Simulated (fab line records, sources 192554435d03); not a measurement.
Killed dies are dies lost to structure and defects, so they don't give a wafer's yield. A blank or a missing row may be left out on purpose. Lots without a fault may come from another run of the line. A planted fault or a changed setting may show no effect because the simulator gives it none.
fab line records | flow n5_finfet
record lots=6 wafers=18 last_day=17
route steps=1938 shown TV_LITHO@1879 TV_OPEN@1887 PASSIVATION@1936
lots that met no fault: from a run of the same line without faults
start_h: hours from the record's first day to the start of the lot's first wafer shown | wait_h: hours since the lot's step before | " the same as in the row above | L1.1+2: a row that stands for several wafers | - no value, or no start given | * or withheld: withheld | < > ~ a bound
route shown NAME@n: a module of which the file shows steps, and the number in the route of the first | usual: mean/standard deviation of fault-free wafers | same: alike in all rows | chamber/n: place in a boat | sites: the reading at each site | _std_site: their standard deviation | _edge_site: outer sites' mean less inner sites' | radius_mm: how far each site lies from the wafer's centre | mask NAME#n: copy n | behind: the tool/chamber that last shaped the wafer | hold: why the lot was held/for how many hours/how that ended | device: the transistor (n, p or np) that didn't switch | end of line: the same wafers' tests at the end of the route | a step without rows: its recipe alone | killed: dies lost to structure and defects at the first sort, not the wafer's yield | map: a wafer's dies, x killed, . not, _ none there
set.NAME: the setting as run; set.NAME@STEP: as run at that earlier step | model.NAME: the simulator's own value behind a step, which no gauge read
lots at some steps of the route; a table a step, a row a wafer
services: from which hour (start_h, from the record's first day; less than 0 if before it) a tool's chamber was out of use, for how many hours, and why
## steps
# step N5_PASSIVATION_EXPOSE_07
# recipe mask_id=TV na=0.55 source_shape=conventional sigma_outer=0.8 polarization=unpolarized defocus_nm=0 target_cd_nm=3000 dose_mj=22.75
# step N5_PASSIVATION_PEB_08
# recipe peb_temp_c=withheld peb_time_s=*
# step N5_PASSIVATION_DEVELOP_09
# recipe develop_time_s=60 rinse_liquid=diw dry=air_spin dev_temp_c=21
# step N5_PASSIVATION_HARDBAKE_11
# recipe temp_c=130 time_s=120
# step N5_PASSIVATION_CD_MEAS_10
# recipe target_cd_nm=3000 landing_energy_ev=500 detector=se_inlens
# usual cd_nm=3000.8/1.6
# columns lot.wafer tool chamber start_h wait_h cd_nm
L855.3 cd_sem-03 0 278.09 - 2999.7
L855.5 " 0 " " 3001.3
L855.6 " 0 " " 3000.7
L865.3 cd_sem-02 0 329.04 - 2999.7
L865.5 " 0 " " 2999.1
L865.6 " 0 " " 2999.6
L867.1 cd_sem-01 0 338.47 - 3001.1
L867.2 " 0 " " 2995.9
L867.4 " 0 " " 2998.4
L873.2 cd_sem-01 0 379.02 - 3000.3
L873.3 " 0 " " 2997.7
L873.5 " 0 " " 2999.0
L875.1 cd_sem-01 0 394.45 - 3000.9
L875.4 " 0 " " 3002.1
L875.5 " 0 " " 3001.9
L877.1 cd_sem-03 0 403.81 - 3000.6
L877.2 " 0 " " 3001.9
L877.5 " 0 " " 3000.4
# step N5_PASSIVATION_OVL_MEAS_60
# recipe points_per_wafer=44
# usual TV_OVL=0/5.8
# columns lot.wafer tool chamber start_h wait_h TV_OVL[nm]
L855.3 overlay-02 0 278.12 0.0 -5
L855.5 " 0 " " -4
L855.6 " 0 " " -4
L865.3 overlay-02 0 329.06 0.0 7
L865.5 " 0 " " -1
L865.6 " 0 " " -3
L867.1 overlay-01 0 338.50 0.0 7
L867.2 " 0 " " 7
L867.4 " 0 " " 13
L873.2 overlay-02 0 379.05 0.0 -4
L873.3 " 0 " " -2
L873.5 " 0 " " -2
L875.1 overlay-01 0 394.48 0.0 9
L875.4 " 0 " " 5
L875.5 " 0 " " 6
L877.1 overlay-02 0 403.84 0.0 -4
L877.2 " 0 " " 13
L877.5 " 0 " " -6
# step N5_PASSIVATION_INSPECT_61
# recipe mode=adi inspect_instrument=macro
# usual raw_defect_count=2.1/1.4
# columns lot.wafer tool chamber start_h wait_h raw_defect_count
L855.3 defect_inspect-01 - 278.14 0.0 2
L855.5 " - " " 2
L855.6 " - " " 0
L865.3 defect_inspect-02 - 329.09 0.0 4
L865.5 " - " " 3
L865.6 " - " " 4
L867.1 defect_inspect-02 - 338.52 0.0 2
L867.2 " - " " 0
L867.4 " - " " 1
L873.2 defect_inspect-01 - 379.08 0.0 3
L873.3 " - " " 4
L873.5 " - " " 1
L875.1 defect_inspect-02 - 394.50 0.0 2
L875.4 " - " " 5
L875.5 " - " " 2
L877.1 defect_inspect-01 - 403.86 0.0 2
L877.2 " - " " 2
L877.5 " - " " 0
# step N5_PASSIVATION_DESCUM_12
# recipe chemistry=O2 time_s=7.9 source_power_w=50 bias_power_w=20 pressure_mtorr=20 rf_frequency_hz=2.712e+07 temp_c=40 o2_flow_sccm=225
# usual drypump_motor_current_A=5.5/0.48 o2_flow_sccm=225.0/0.71 oes_product_au=0.78/0.085 rf_vpp_V=243.1/1.3 showerhead_plenum_p_Torr=2.09/0.067 throttle_valve_pct=20.45/0.24
# columns lot.wafer tool chamber start_h wait_h drypump_motor_current_A o2_flow_sccm oes_product_au rf_hours_counter_h rf_vpp_V showerhead_plenum_p_Torr throttle_valve_pct
L855.3 rie_diel-06 1 278.17 0.0 5.3 225.6 0.83 92 242.7 2.11 20.53
L855.5 " 3 " " 6.8 224.0 0.84 - 243.3 2.12 20.19
L855.6 " 2 " " 5.7 224.2 0.71 - 242.6 2.00 20.85
L865.3 rie_diel-06 2 329.46 0.4 5.7 223.7 0.70 187 242.7 1.99 20.87
L865.5 " 3 " " 6.8 225.3 0.82 - 242.1 2.11 20.23
L865.6 " 2 " " 5.7 224.5 0.70 - 242.0 1.99 20.87
L867.1 rie_diel-03 1 338.56 0.0 5.2 223.7 0.67 249 244.6 2.14 20.45
L867.2 " 0 " " 5.3 224.6 0.67 242 243.7 2.15 20.50
L867.4 " 2 " " 4.8 225.5 0.86 45 243.4 2.04 19.96
L873.2 rie_diel-06 0 379.36 0.3 5.5 225.0 0.71 210 242.8 1.99 20.73
L873.3 " 2 " " 5.7 225.4 0.70 201 241.1 1.99 20.89
L873.5 " 2 " " 5.7 225.6 0.69 - 243.4 1.99 20.90
L875.1 rie_diel-06 2 395.35 0.8 5.7 224.8 0.69 208 241.5 1.99 20.90
L875.4 " 1 " " 5.3 224.9 0.80 - 244.0 2.10 20.57
L875.5 " 1 " " 5.4 223.4 0.80 - 244.0 2.10 20.57
L877.1 rie_diel-05 3 404.21 0.4 5.4 225.3 0.69 239 242.5 2.16 20.50
L877.2 " 0 " " 5.3 225.8 0.71 227 241.4 2.06 20.22
L877.5 " 3 " " 5.4 224.9 0.69 - 246.2 2.16 20.50
# step N5_PASSIVATION_PASS_ETCH_74
# recipe chemistry=CF4/O2 target=SiNx target_depth_a=2200 time_s=110 ion_energy_ev=100 pressure_mtorr=40 source_w=535 bias_w=49 Ar_flow_sccm=100 cf4_flow_sccm=100 O2_flow_sccm=10
# usual drypump_motor_current_A=5.5/0.48 oes_product_au=0.78/0.084 rf_vpp_V=240.7/2.9 showerhead_plenum_p_Torr=2.21/0.066 throttle_valve_pct=16.04/0.23
# columns lot.wafer tool chamber start_h wait_h drypump_motor_current_A oes_product_au rf_hours_counter_h rf_vpp_V showerhead_plenum_p_Torr throttle_valve_pct
L855.3 rie_diel-06 1 278.24 0.0 5.3 0.83 92 244.7 2.23 16.09
L855.5 " 3 " " 6.8 0.84 - 241.9 2.24 15.83
L855.6 " 2 " " 5.7 0.71 - 241.7 2.12 16.42
L865.3 rie_diel-06 2 329.52 0.0 5.7 0.70 187 240.6 2.11 16.45
L865.5 " 3 " " 6.7 0.82 - 243.2 2.23 15.87
L865.6 " 2 " " 5.7 0.70 - 241.0 2.11 16.43
L867.1 rie_diel-03 1 338.62 0.0 5.2 0.67 249 238.8 2.26 16.14
L867.2 " 0 " " 5.3 0.67 242 242.9 2.26 16.09
L867.4 " 2 " " 4.8 0.86 45 239.7 2.16 15.53
L873.2 rie_diel-06 0 379.43 0.0 5.5 0.72 210 235.2 2.10 16.33
L873.3 " 2 " " 5.7 0.69 201 239.9 2.11 16.47
L873.5 " 2 " " 5.7 0.70 - 240.8 2.11 16.47
L875.1 rie_diel-06 2 395.45 0.1 5.7 0.67 208 241.9 2.11 16.47
L875.4 " 1 " " 5.3 0.79 - 243.4 2.22 16.14
L875.5 " 1 " " 5.3 0.80 - 243.0 2.22 16.15
L877.1 rie_diel-05 3 404.28 0.0 5.4 0.69 239 240.2 2.27 16.13
L877.2 " 0 " " 5.3 0.71 227 235.5 2.18 15.93
L877.5 " 3 " " 5.4 0.69 - 239.6 2.27 16.14
# step N5_PASSIVATION_VIA_ETCH_13
# recipe chemistry=CHF3/O2 target=SiO2 target_depth_a=6600 CHF3_flow_sccm=50 O2_flow_sccm=5 Ar_flow_sccm=200 time_s=330 mask_material=PR pressure_mtorr=30 source_w=650 bias_w=170 ion_energy_ev=200 ends=cleared
# usual drypump_motor_current_A=5.5/0.48 etch_rf_on_time_s=238/4 oes_product_au=0.70/0.075 rf_vpp_V=524/5.8 showerhead_plenum_p_Torr=2.41/0.074 throttle_valve_pct=18.94/0.21
# columns lot.wafer tool chamber start_h wait_h drypump_motor_current_A etch_rf_on_time_s oes_product_au rf_hours_counter_h rf_vpp_V showerhead_plenum_p_Torr throttle_valve_pct
L855.3 rie_diel-06 1 278.33 0.0 5.3 233 0.75 92 531 2.44 19.00
L855.5 " 3 " " 6.8 233 0.76 - 528 2.45 18.75
L855.6 " 2 " " 5.7 241 0.65 - 526 2.31 19.29
L865.3 rie_diel-06 2 329.61 0.0 5.7 240 0.63 188 525 2.30 19.31
L865.5 " 3 " " 6.7 237 0.75 - 527 2.45 18.78
L865.6 " 2 " " 5.7 240 0.63 - 525 2.30 19.31
L867.1 rie_diel-03 1 338.71 0.0 5.2 241 0.61 249 519 2.47 19.00
L867.2 " 0 " " 5.3 238 0.61 242 534 2.47 18.97
L867.4 " 2 " " 4.8 238 0.78 45 521 2.36 18.46
L873.2 rie_diel-06 0 379.52 0.0 5.5 235 0.64 210 515 2.30 19.21
L873.3 " 2 " " 5.7 241 0.62 202 525 2.30 19.33
L873.5 " 2 " " 5.7 245 0.62 - 524 2.30 19.34
L875.1 rie_diel-06 2 395.59 0.1 5.7 245 0.62 208 526 2.29 19.35
L875.4 " 1 " " 5.3 240 0.72 - 531 2.43 19.03
L875.5 " 1 " " 5.4 241 0.72 - 529 2.43 19.03
L877.1 rie_diel-05 3 404.37 0.0 5.4 241 0.62 239 521 2.48 18.97
L877.2 " 0 " " 5.3 235 0.64 227 515 2.39 18.83
L877.5 " 3 " " 5.4 244 0.63 - 522 2.48 18.97
# step N5_PASSIVATION_STRIP_14
# recipe chemistry=O2 power_w=600 temp_c=60 pressure_mtorr=30 rf_frequency_hz=6e+07 bias_power_w=0 overash_fraction=0.5 o2_flow_sccm=225
# usual chamber_pressure_mTorr=30.00/0.059 drypump_motor_current_A=5.5/0.48 o2_flow_sccm=225.2/0.67 oes_product_au=0.78/0.083 rf_vpp_V=3.6/0.91 showerhead_plenum_p_Torr=2.09/0.067 throttle_valve_pct=16.70/0.23
# same bias_power_w=0
# columns lot.wafer tool chamber start_h wait_h chamber_pressure_mTorr drypump_motor_current_A o2_flow_sccm oes_product_au rf_hours_counter_h rf_vpp_V showerhead_plenum_p_Torr throttle_valve_pct
L855.3 rie_diel-06 1 278.53 0.1 30.02 5.4 224.5 0.85 92 4.4 2.12 16.73
L855.5 " 3 " " 30.00 6.7 225.1 0.84 - 3.6 2.12 16.49
L855.6 " 2 " " 29.95 5.7 225.1 0.73 - 3.1 2.00 17.08
L865.3 rie_diel-06 2 329.81 0.1 30.14 5.7 226.7 0.71 188 4.0 2.00 17.08
L865.5 " 3 " " 29.95 6.8 225.1 0.81 - 3.1 2.11 16.50
L865.6 " 2 " " 30.07 5.7 225.0 0.71 - 3.0 2.00 17.13
L867.1 rie_diel-03 1 338.91 0.1 30.00 5.2 225.1 0.67 249 4.8 2.14 16.78
L867.2 " 0 " " 30.04 5.3 226.0 0.67 242 3.2 2.15 16.82
L867.4 " 2 " " 29.97 4.8 226.0 0.87 45 4.4 2.05 16.21
L873.2 rie_diel-06 0 379.72 0.1 30.01 5.5 225.4 0.73 210 3.6 1.99 16.98
L873.3 " 2 " " 29.96 5.7 224.5 0.71 202 2.4 1.99 17.12
L873.5 " 2 " " 30.07 5.7 225.0 0.69 - 3.8 1.99 17.15
L875.1 rie_diel-06 2 395.89 0.2 30.35 5.7 225.2 0.70 209 3.7 1.99 17.12
L875.4 " 1 " " 30.06 5.3 226.5 0.81 - 4.0 2.11 16.82
L875.5 " 1 " " 30.04 5.3 226.1 0.80 - 2.6 2.11 16.81
L877.1 rie_diel-05 3 404.57 0.1 30.05 5.4 225.4 0.70 239 3.0 2.16 16.82
L877.2 " 0 " " 30.09 5.3 225.7 0.72 228 2.4 2.06 16.53
L877.5 " 3 " " 30.00 5.4 225.2 0.69 - 3.7 2.16 16.80
# step N5_PASSIVATION_ETCH_15
# recipe chemistry=CF4/N2 target=SiCN target_depth_a=750 taper_deg=2 time_s=81.2 ion_energy_ev=150 mask_material=SiNx pressure_mtorr=40 source_w=430 bias_w=70 Ar_flow_sccm=100 cf4_flow_sccm=60 n2_flow_sccm=60
# usual drypump_motor_current_A=5.5/0.48 oes_product_au=0.77/0.083 rf_vpp_V=382.2/1.9 showerhead_plenum_p_Torr=2.21/0.068 throttle_valve_pct=15.49/0.23
# columns lot.wafer tool chamber start_h wait_h drypump_motor_current_A oes_product_au rf_hours_counter_h rf_vpp_V showerhead_plenum_p_Torr throttle_valve_pct
L855.3 rie_diel-06 1 - - 5.3 0.83 92 381.2 2.24 15.52
L855.5 " 3 " " 6.8 0.84 - 382.0 2.24 15.27
L855.6 " 2 " " 5.7 0.71 - 379.6 2.12 15.85
L865.3 rie_diel-06 2 - - 5.7 0.70 188 380.4 2.11 15.87
L865.5 " 3 " " 6.7 0.81 - 384.1 2.23 15.32
L865.6 " 2 " " 5.7 0.70 - 380.0 2.11 15.90
L867.1 rie_diel-03 1 - - 5.2 0.67 249 381.8 2.26 15.61
L867.2 " 0 " " 5.3 0.66 242 385.1 2.26 15.58
L867.4 " 2 " " 4.8 0.85 45 381.4 2.16 14.97
L873.2 rie_diel-06 0 - - 5.5 0.71 210 379.0 2.10 15.75
L873.3 " 2 " " 5.7 0.69 202 379.0 2.11 15.92
L873.5 " 2 " " 5.7 0.69 - 380.9 2.11 15.92
L875.1 rie_diel-06 2 - - 5.7 0.68 209 379.8 2.10 15.93
L875.4 " 1 " " 5.3 0.81 - 383.0 2.22 15.60
L875.5 " 1 " " 5.4 0.80 - 383.8 2.22 15.59
L877.1 rie_diel-05 3 - - 5.4 0.69 239 384.1 2.27 15.58
L877.2 " 0 " " 5.3 0.71 228 382.4 2.18 15.42
L877.5 " 3 " " 5.4 0.69 - 383.8 2.27 15.61
# step N5_PASSIVATION_STRIP_73
# recipe chemistry=post_etch_residue_remover time_s=60 temp_c=25 remover_ph=withheld remover_water_wt_pct=withheld remover_fluoride_wt_pct=withheld
# usual run_length_s=67.8/2.4 temp_c=25.00/0.11
# columns lot.wafer tool chamber start_h wait_h run_length_s temp_c
L855.3 wet_bench-04 4 278.68 - 72.9 24.91
L855.5 " 5 " " 72.4 25.06
L855.6 " 7 " " 73.0 25.06
L865.3 wet_bench-03 7 329.97 - - -
L865.5 " 6 " " - -
L865.6 " 3 " " - -
L867.1 wet_bench-01 1 339.07 - - -
L867.2 " 7 " " - -
L867.4 " 4 " " - -
L873.2 wet_bench-01 7 379.88 - 66.7 25.05
L873.3 " 6 " " 67.3 25.02
L873.5 " 5 " " 68.5 25.03
L875.1 wet_bench-03 2 396.11 - 66.9 25.08
L875.4 " 6 " " 68.2 24.81
L875.5 " 7 " " 67.3 24.81
L877.1 wet_bench-01 7 404.72 - 66.5 24.81
L877.2 " 1 " " 65.3 25.02
L877.5 " 6 " " 67.2 24.93
# step N5_PASSIVATION_SRD_17
# recipe time_s=30 temp_c=23 rinse_liquid=diw dry=n2_spin spin_rpm=1500 dry_time_s=30
# step N5_PASSIVATION_PROBE_49
# usual defect_limited_yield=91.1/1.4 killed_at_M0_to_M3=35/8.7 killed_at_M4_up=14/5.3 killed_at_contacts=12/6.2 killed_at_front_end=41/12 killed_at_other=3.4/2.6 killed_dies=105/16 killed_open=67/13 killed_short=36/7.3 sort_bin_5_function=5.2/0.96 sort_bin_6_memory=3.3/0.6 sort_n_pass=1075/16 sort_yield_pct=91.1/1.4
# same gross_dies=1180 killed_at_back_side=0 sort_bin_4_leakage[%]=0 sort_bin_8_speed[%]=0
# columns lot.wafer tool chamber start_h wait_h defect_limited_yield[%] killed_at_M0_to_M3 killed_at_M4_up killed_at_contacts killed_at_front_end killed_at_other killed_dies killed_open killed_short sort_bin_5_function[%] sort_bin_6_memory[%] sort_n_pass sort_yield_pct[%]
L855.3 prober-02 - 284.87 0.1 92.5 29 14 5 38 2 88 59 29 4.2 3.2 1092 92.5
L855.5 prober-02 - 284.97 0.2 89.7 39 22 9 46 5 121 82 39 5.1 4.7 1059 89.7
L855.6 prober-02 - 285.02 0.3 87.9 49 18 16 57 3 143 90 49 7.7 4.0 1037 87.9
L865.3 prober-01 - 336.20 0.1 90.8 48 8 11 38 3 108 58 49 5.3 3.3 1072 90.8
L865.5 prober-01 - 336.30 0.2 90.6 31 13 13 49 5 111 67 37 5.2 3.8 1069 90.6
L865.6 prober-01 - 336.35 0.3 92.4 37 11 7 34 1 90 66 22 4.3 3.0 1090 92.4
L867.1 prober-02 - 345.30 0.0 90.8 31 24 6 48 0 109 69 36 5.8 3.2 1071 90.8
L867.2 prober-02 - 345.35 0.1 91.6 35 20 13 26 5 99 72 24 5.2 3.0 1081 91.6
L867.4 prober-02 - 345.45 0.2 92.0 40 27 2 16 9 94 57 36 4.5 3.0 1086 92.0
L873.2 prober-02 - 386.13 0.1 92.0 26 8 15 41 4 94 62 31 4.9 2.8 1086 92.0
L873.3 prober-02 - 386.18 0.1 92.8 24 9 13 38 1 85 47 35 4.2 2.9 1095 92.8
L873.5 prober-02 - 386.28 0.2 94.3 20 5 4 36 2 67 38 29 2.9 2.5 1113 94.3
L875.1 prober-01 - 402.36 0.0 92.8 25 7 13 36 4 85 57 28 4.2 2.7 1095 92.8
L875.4 prober-01 - 402.51 0.2 91.1 37 12 12 43 1 105 74 30 4.6 3.8 1075 91.1
L875.5 prober-01 - 402.56 0.2 91.7 44 10 11 24 9 98 58 37 4.3 3.5 1082 91.7
L877.1 prober-01 - 410.64 0.0 90.4 34 15 34 28 2 113 78 33 5.4 4.1 1067 90.4
L877.2 prober-01 - 410.69 0.1 92.5 36 5 14 31 3 89 61 28 5.1 2.0 1091 92.5
L877.5 prober-01 - 410.84 0.2 90.8 35 15 21 33 4 108 71 37 6.0 2.8 1072 90.8
# killed by level:class
L855.3 FIN_SAQP:geometric_particle:open=12 BEOL_M0_SAQP:geometric_particle:open=9 BEOL_M0_SAQP:geometric_particle:short=8 STI_FIN_REVEAL:geometric_particle:open=7 BEOL_M4:geometric_particle:open=6 FIN_SAQP:geometric_particle:short=5 MOL_CONTACT_COAG:geometric_particle:open=5 BEOL_M3:geometric_particle:open=5
L855.5 FIN_SAQP:geometric_particle:open=14 STI_FIN_REVEAL:geometric_particle:open=12 BEOL_M4:geometric_particle:open=12 BEOL_M3:geometric_particle:open=9 MOL_CONTACT_COAG:geometric_particle:open=8 BEOL_M0_SAQP:geometric_particle:open=7 BEOL_M0_SAQP:geometric_particle:short=6 BEOL_M2:geometric_particle:short=6
L855.6 STI_FIN_REVEAL:geometric_particle:open=24 BEOL_M0_SAQP:geometric_particle:open=12 MOL_CONTACT_COAG:geometric_particle:open=10 BEOL_M0_SAQP:geometric_particle:short=10 BEOL_M4:geometric_particle:open=9 BEOL_M0:geometric_particle:open=9 MOL_CONTACT_COAG:geometric_particle:short=6 FIN_SAQP:geometric_particle:open=4
L865.3 BEOL_M0_SAQP:geometric_particle:short=17 BEOL_M0_SAQP:geometric_particle:open=13 FIN_SAQP:geometric_particle:open=9 STI_FIN_REVEAL:geometric_particle:open=8 BEOL_M1:geometric_particle:open=8 GATE_CUT:geometric_particle:short=7 MOL_CONTACT_COAG:geometric_particle:open=7 FIN_SAQP:geometric_particle:short=6
L865.5 STI_FIN_REVEAL:geometric_particle:open=15 MOL_CONTACT_COAG:geometric_particle:open=10 DUMMY_GATE:geometric_particle:open=6 BEOL_M0:geometric_particle:open=6 BEOL_M4:geometric_particle:open=5 STI_FIN_REVEAL:geometric_particle:short=4 BEOL_M0:geometric_particle:short=4 BEOL_M0_SAQP:geometric_particle:open=4
L865.6 STI_FIN_REVEAL:geometric_particle:open=9 BEOL_M2:geometric_particle:open=7 BEOL_M3:geometric_particle:open=7 DUMMY_GATE:geometric_particle:open=6 MOL_CONTACT_COAG:geometric_particle:open=6 BEOL_M0_SAQP:geometric_particle:open=6 BEOL_M0_SAQP:geometric_particle:short=5 BEOL_M4:geometric_particle:open=5
L867.1 BEOL_M3:geometric_particle:open=11 BEOL_M4:geometric_particle:open=11 DUMMY_GATE:geometric_particle:open=8 FIN_SAQP:geometric_particle:open=7 STI_FIN_REVEAL:geometric_particle:open=6 MOL_CONTACT_COAG:geometric_particle:open=5 BEOL_M0_SAQP:geometric_particle:short=5 BEOL_M4:geometric_particle:short=5
L867.2 MOL_CONTACT_COAG:geometric_particle:open=12 BEOL_M4:geometric_particle:open=12 BEOL_M0_SAQP:geometric_particle:short=9 BEOL_M0_SAQP:geometric_particle:open=7 FIN_SAQP:geometric_particle:open=6 BEOL_M2:geometric_particle:open=6 BEOL_M3:geometric_particle:open=6 STARTING-WAFER:geometric_particle:open=5
L867.4 BEOL_M0_SAQP:geometric_particle:open=10 BEOL_M0_SAQP:geometric_particle:short=9 BEOL_M4:geometric_particle:open=9 BEOL_M1:geometric_particle:open=6 BEOL_M1:geometric_particle:short=6 BEOL_M2:geometric_particle:open=5 BEOL_M7:geometric_particle:open=5 FIN_SAQP:geometric_particle:short=4
L873.2 MOL_CONTACT_COAG:geometric_particle:open=10 FIN_SAQP:geometric_particle:open=10 FIN_SAQP:geometric_particle:short=9 STI_FIN_REVEAL:geometric_particle:open=7 BEOL_M0_SAQP:geometric_particle:open=6 BEOL_M1:geometric_particle:open=6 MOL_CONTACT_COAG:geometric_particle:short=5 GATE_CUT:geometric_particle:short=4
L873.3 MOL_CONTACT_COAG:geometric_particle:open=10 GATE_CUT:geometric_particle:short=8 FIN_SAQP:geometric_particle:short=6 BEOL_M1:geometric_particle:open=6 STARTING-WAFER:geometric_particle:open=6 BEOL_M0_SAQP:geometric_particle:open=5 BEOL_M0_SAQP:geometric_particle:short=4 STI_FIN_REVEAL:geometric_particle:open=3
L873.5 FIN_SAQP:geometric_particle:short=9 FIN_SAQP:geometric_particle:open=8 BEOL_M0_SAQP:geometric_particle:open=6 STARTING-WAFER:geometric_particle:short=5 MOL_CONTACT_COAG:geometric_particle:open=4 BEOL_M0_SAQP:geometric_particle:short=4 ILD0:geometric_particle:open=3 GATE_CUT:geometric_particle:short=3
L875.1 MOL_CONTACT_COAG:geometric_particle:open=10 FIN_SAQP:geometric_particle:open=9 BEOL_M0_SAQP:geometric_particle:open=8 STI_FIN_REVEAL:geometric_particle:open=7 STARTING-WAFER:geometric_particle:short=6 BEOL_M0_SAQP:geometric_particle:short=5 BEOL_M3:geometric_particle:open=4 BEOL_M1:geometric_particle:open=4
L875.4 MOL_CONTACT_COAG:geometric_particle:open=12 BEOL_M0_SAQP:geometric_particle:open=12 STI_FIN_REVEAL:geometric_particle:open=11 BEOL_M4:geometric_particle:open=9 GATE_CUT:geometric_particle:short=8 BEOL_M1:geometric_particle:open=7 BEOL_M0_SAQP:geometric_particle:short=7 BEOL_M3:geometric_particle:open=5
L875.5 BEOL_M0_SAQP:geometric_particle:short=14 BEOL_M2:geometric_particle:open=11 MOL_CONTACT_COAG:geometric_particle:open=9 BEOL_M0_SAQP:geometric_particle:open=9 BEOL_M3:geometric_particle:open=5 STI_FIN_REVEAL:geometric_particle:open=4 STARTING-WAFER:geometric_particle:short=4 STARTING-WAFER:geometric_particle:open=3
L877.1 MOL_CONTACT_COAG:geometric_particle:open=27 DUMMY_GATE:geometric_particle:open=7 BEOL_M0_SAQP:geometric_particle:short=7 BEOL_M2:geometric_particle:open=6 GATE_CUT:geometric_particle:short=6 MOL_CONTACT_COAG:geometric_particle:short=6 BEOL_M1:geometric_particle:open=6 BEOL_M0_SAQP:geometric_particle:open=5
L877.2 MOL_CONTACT_COAG:geometric_particle:open=11 BEOL_M1:geometric_particle:open=11 BEOL_M0_SAQP:geometric_particle:open=7 BEOL_M2:geometric_particle:open=5 BEOL_M3:geometric_particle:open=5 DUMMY_GATE:geometric_particle:open=4 BEOL_M0_SAQP:geometric_particle:short=4 FIN_SAQP:geometric_particle:open=3
L877.5 MOL_CONTACT_COAG:geometric_particle:open=15 BEOL_M1:geometric_particle:open=11 BEOL_M2:geometric_particle:open=8 GATE_CUT:geometric_particle:short=6 MOL_CONTACT_COAG:geometric_particle:short=6 FIN_SAQP:geometric_particle:short=5 DUMMY_GATE:geometric_particle:open=5 BEOL_M7:geometric_particle:open=5
## services
# columns tool chamber start_h hours kind
rie_diel-05 2 283.44 5.7 repair
rie_diel-03 1 291.24 4.8 repair
rie_diel-03 - 296.14 0.2 repair
rie_diel-06 - 307.82 0.2 repair
rie_diel-03 1 340.61 - clean
rie_diel-03 1 340.61 - consumable_replace:focus_ring
rie_diel-03 1 340.61 18.4 scheduled_down
rie_diel-03 1 340.61 18.4 vent_cycle
rie_diel-03 0 341.19 7.5 repair
rie_diel-03 0 369.79 - clean
rie_diel-03 0 369.79 - consumable_replace:esc
rie_diel-03 0 369.79 - consumable_replace:focus_ring
rie_diel-03 0 369.79 35.6 scheduled_down
rie_diel-03 0 369.79 35.6 vent_cycle
rie_diel-06 1 372.25 20.2 repair
wet_bench-01 - 384.36 0.6 repair
rie_diel-05 2 385.76 2.4 repair
rie_diel-06 0 394.34 4.2 repair
## key
first_sign step=N5_PASSIVATION_STRIP_73 reading=tool_record direction=missing
effect none on later readings
met_at N5_PASSIVATION_STRIP_73
struck_wafers L865.3,L865.5,L865.6,L867.1,L867.2,L867.4
fault kind=skipped_step_whole tool=wet_bench-01,wet_bench-03 chamber=- onset_h=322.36 steps=N5_PASSIVATION_STRIP_73 scope=struck_lots_only
